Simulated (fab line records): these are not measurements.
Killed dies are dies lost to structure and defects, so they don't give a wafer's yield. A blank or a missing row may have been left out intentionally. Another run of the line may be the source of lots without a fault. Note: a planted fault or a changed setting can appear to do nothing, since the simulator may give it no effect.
Which of the tools did it? | flow nand harc | Sampling: 14 lots, 42 wafers, 4 of 1159 route steps

## WHAT THE GAUGES READ, wafer by wafer
The record holds no reading of a measuring or inspecting step that can be judged against a usual standard deviation.

## TOOL THAT RAN EACH LOT (tool first, then ch and the chambers of the sampled wafers, then the start)
lot  | NHARC_A_WL_FILL_ETCHBACK_26      | NHARC_A_CONTACT_DEP_24          | NHARC_A_CONTACT_EXPOSE_39          | NHARC_A_CONTACT_DESCUM_47
L636 | rie si-02 ch 0,1,2, day 15 14:51 | pecvd-01 ch 0,1,2, day 15 22:59 | arfi scanner-03 ch 0, day 16 08:19 | rie diel-03 ch 1,2,3, day 16 08:38
L640 | rie si-03 ch 0,2, day 16 19:13   | pecvd-04 ch 0,1,2, day 17 07:06 | arfi scanner-03 ch 0, day 17 10:52 | rie diel-12 ch 1,2,3, day 17 11:10
L644 | rie si-03 ch 0,2,3, day 18 05:46 | pecvd-04 ch 0,1, day 18 12:02   | arfi scanner-02, day 18 15:37      | rie diel-03 ch 0,1,3, day 18 15:58
L646 | rie si-01 ch 1,2,3, day 18 08:31 | pecvd-02 ch 0,1, day 18 16:40   | arfi scanner-02, day 18 19:53      | rie diel-03 ch 0,3, day 18 20:13
L648 | rie si-03 ch 1,2, day 19 00:59   | pecvd-02 ch 0,1, day 19 07:12   | arfi scanner-03 ch 0, day 19 10:40 | rie diel-12 ch 1,2,3, day 19 10:59
L650 | rie si-01 ch 0,1,2, day 19 05:49 | pecvd-02 ch 1,2, day 19 12:05   | arfi scanner-03 ch 0, day 19 15:32 | rie diel-08 ch 0,1,2, day 19 15:52
L649 | rie si-02 ch 0,2,3, day 19 05:52 | pecvd-04 ch 0,2, day 19 12:04   | arfi scanner-02 ch 0, day 19 15:23 | rie diel-03 ch 1,2, day 19 15:43
L652 | rie si-02 ch 0,1, day 19 11:48   | pecvd-02 ch 0,2, day 19 18:00   | arfi scanner-01 ch 0, day 19 22:50 | rie diel-03 ch 0,1,3, day 19 23:10
L651 | rie si-01 ch 0,2,3, day 19 11:49 | pecvd-01 ch 0,1,2, day 19 18:06 | arfi scanner-02 ch 0, day 19 22:59 | rie diel-03 ch 0,2,3, day 19 23:20
L653 | rie si-01 ch 0,1,2, day 20 11:47 | pecvd-04 ch 0,1,2, day 20 18:53 | arfi scanner-01 ch 0, day 21 00:07 | rie diel-03 ch 0,3, day 21 00:28
L654 | rie si-03 ch 1,2,3, day 20 11:49 | pecvd-02 ch 0,2, day 20 19:25   | arfi scanner-02 ch 0, day 21 00:17 | rie diel-12 ch 2,3, day 21 00:38
L655 | rie si-03 ch 1,2,3, day 20 16:54 | pecvd-04 ch 0,2, day 21 01:16   | arfi scanner-01 ch 0, day 21 08:07 | rie diel-08 ch 1,3, day 21 08:27
L656 | rie si-02 ch 0,2,3, day 20 16:56 | pecvd-02 ch 0,1, day 21 01:10   | arfi scanner-01 ch 0, day 21 06:10 | rie diel-12 ch 0,1,2, day 21 06:32
L658 | rie si-01 ch 0,3, day 20 20:13   | pecvd-01 ch 0,2, day 21 05:41   | arfi scanner-02 ch 0, day 21 12:10 | rie diel-08 ch 0,1, day 21 12:31
- NHARC_A_WL_FILL_ETCHBACK_26: etches the open film in HBr, target depth 52 nm, time 13.3 s.
- NHARC_A_CONTACT_DEP_24: deposits SiO2, target thk 500 nm.
- NHARC_A_CONTACT_EXPOSE_39: exposes mask A CC 3.
- NHARC_A_CONTACT_DESCUM_47: chemistry O2, time 3 s.

## WHAT THE TOOLS THEMSELVES READ (means of the sampled wafers that have a number; where no wafer has one, the mark that the record gives instead)
NHARC_A_WL_FILL_ETCHBACK_26.
lot  | tool      | drypump motor current A (A) | oes product au (a.u.) | throttle valve pct (%)
L636 | rie si-02 | 6.1                         | 1.008                 | 23.261
L640 | rie si-03 | 5.6                         | 1.000                 | 23.271
L644 | rie si-03 | 5.9                         | 1.012                 | 23.259
L646 | rie si-01 | 5.6                         | 1.000                 | 23.258
L648 | rie si-03 | 6.3                         | 1.006                 | 23.268
L650 | rie si-01 | 5.9                         | 0.998                 | 23.267
L649 | rie si-02 | 5.7                         | 0.997                 | 23.268
L652 | rie si-02 | 5.9                         | 1.001                 | 23.271
L651 | rie si-01 | 5.8                         | 1.001                 | 23.264
L653 | rie si-01 | 5.9                         | 1.000                 | 23.275
L654 | rie si-03 | 6.3                         | 0.999                 | 23.263
L655 | rie si-03 | 6.2                         | 1.004                 | 23.268
L656 | rie si-02 | 5.7                         | 1.001                 | 23.267
L658 | rie si-01 | 5.7                         | 1.002                 | 23.277

NHARC_A_CONTACT_DEP_24.
lot  | tool     | heater power w (W) | showerhead vpp V (V) | throttle valve pct (%)
L636 | pecvd-01 | 583                | 1903                 | 16.0
L640 | pecvd-04 | 456                | 1890                 | 15.7
L644 | pecvd-04 | 432                | 1962                 | 15.7
L646 | pecvd-02 | 569                | 1933                 | 16.1
L648 | pecvd-02 | 580                | 1964                 | 16.0
L650 | pecvd-02 | 572                | 1960                 | 15.8
L649 | pecvd-04 | 486                | 1940                 | 15.9
L652 | pecvd-02 | 572                | 1929                 | 16.3
L651 | pecvd-01 | 620                | 1904                 | 15.9
L653 | pecvd-04 | 456                | 1893                 | 16.0
L654 | pecvd-02 | 549                | 1899                 | 16.3
L655 | pecvd-04 | 492                | 1891                 | 16.1
L656 | pecvd-02 | 581                | 1974                 | 16.0
L658 | pecvd-01 | 623                | 1958                 | 15.9

NHARC_A_CONTACT_EXPOSE_39.
lot  | tool            | exposure dose mJ cm2 | focus offset nm (nm)
L636 | arfi scanner-03 | 58.76                | -0.4
L640 | arfi scanner-03 | 58.68                | -0.5
L644 | arfi scanner-02 | -                    | -
L646 | arfi scanner-02 | -                    | -
L648 | arfi scanner-03 | 58.71                | 0.1
L650 | arfi scanner-03 | 58.74                | -0.4
L649 | arfi scanner-02 | 58.75                | 0.1
L652 | arfi scanner-01 | 58.71                | 0.5
L651 | arfi scanner-02 | 58.74                | 0.8
L653 | arfi scanner-01 | 58.67                | -0.2
L654 | arfi scanner-02 | 58.80                | -0.2
L655 | arfi scanner-01 | 58.75                | 0.1
L656 | arfi scanner-01 | 58.66                | -1.0
L658 | arfi scanner-02 | 58.73                | -0.2

NHARC_A_CONTACT_DESCUM_47.
lot  | tool        | drypump motor current A (A) | o2 flow sccm (sccm) | oes product au (a.u.) | rf vpp V (V) | showerhead plenum p Torr (Torr) | throttle valve pct (%)
L636 | rie diel-03 | 6.1                         | 200.4               | 1.003                 | 58.7         | 1.89                            | 11.307
L640 | rie diel-12 | 5.6                         | 199.7               | 1.007                 | 57.3         | 1.87                            | 11.319
L644 | rie diel-03 | 6.1                         | 199.9               | 0.999                 | 57.1         | 1.93                            | 11.322
L646 | rie diel-03 | 6.3                         | 199.9               | 0.999                 | 57.2         | 1.89                            | 11.306
L648 | rie diel-12 | 5.6                         | 199.8               | 1.010                 | 58.4         | 1.86                            | 11.310
L650 | rie diel-08 | 5.8                         | 199.7               | 1.002                 | 57.3         | 1.88                            | 11.311
L649 | rie diel-03 | 5.9                         | 200.6               | 1.003                 | 57.5         | 1.93                            | 11.318
L652 | rie diel-03 | 6.1                         | 200.2               | 1.006                 | 57.6         | 1.93                            | 11.313
L651 | rie diel-03 | 6.2                         | 199.5               | 0.999                 | 58.6         | 1.85                            | 11.318
L653 | rie diel-03 | 6.3                         | 200.4               | 0.999                 | 57.7         | 1.88                            | 11.310
L654 | rie diel-12 | 5.3                         | 200.9               | 0.996                 | 56.3         | 1.84                            | 11.310
L655 | rie diel-08 | 5.2                         | 199.9               | 1.002                 | 57.4         | 1.82                            | 11.317
L656 | rie diel-12 | 5.8                         | 199.5               | 1.000                 | 57.0         | 1.88                            | 11.306
L658 | rie diel-08 | 5.9                         | 200.3               | 0.999                 | 57.9         | 1.94                            | 11.315

## THE ANSWER, worked out from the rows above alone
Rule: the lots themselves supply what counts as usual. Put in order of their means at a reading, lots are off if they are a third of the lots or fewer, leave a main group of 4 or more, and stand apart from it by a gap of 3 or more times the standard deviation of the main group's means; of several such gaps the widest counts. Not used: any main group whose means are identical at the precision the tables above print for the reading. A lot without any number at a reading at which 4 lots or more have one is off too. Any other lot the step has rows for is counted as sound. The gauges are gone through in route order, then the tools' own readings, and for those a lot's mean is taken as printed above. At the first step where some lot is off, the reading lying furthest off is the one used; lots without a number count as furthest.
Off: L644, L646, at NHARC_A_CONTACT_EXPOSE_39 (exposure dose mJ cm2). Without a number there: L644, L646. Main group: mean 58.73, sd 0.039.
If a tool, at that step or one of the process steps before it, ran each lot that is off and ran no sound lot following the first of them, it fits. No candidate that was tried fits.

## WHAT THE SIMULATOR HAD INSERTED
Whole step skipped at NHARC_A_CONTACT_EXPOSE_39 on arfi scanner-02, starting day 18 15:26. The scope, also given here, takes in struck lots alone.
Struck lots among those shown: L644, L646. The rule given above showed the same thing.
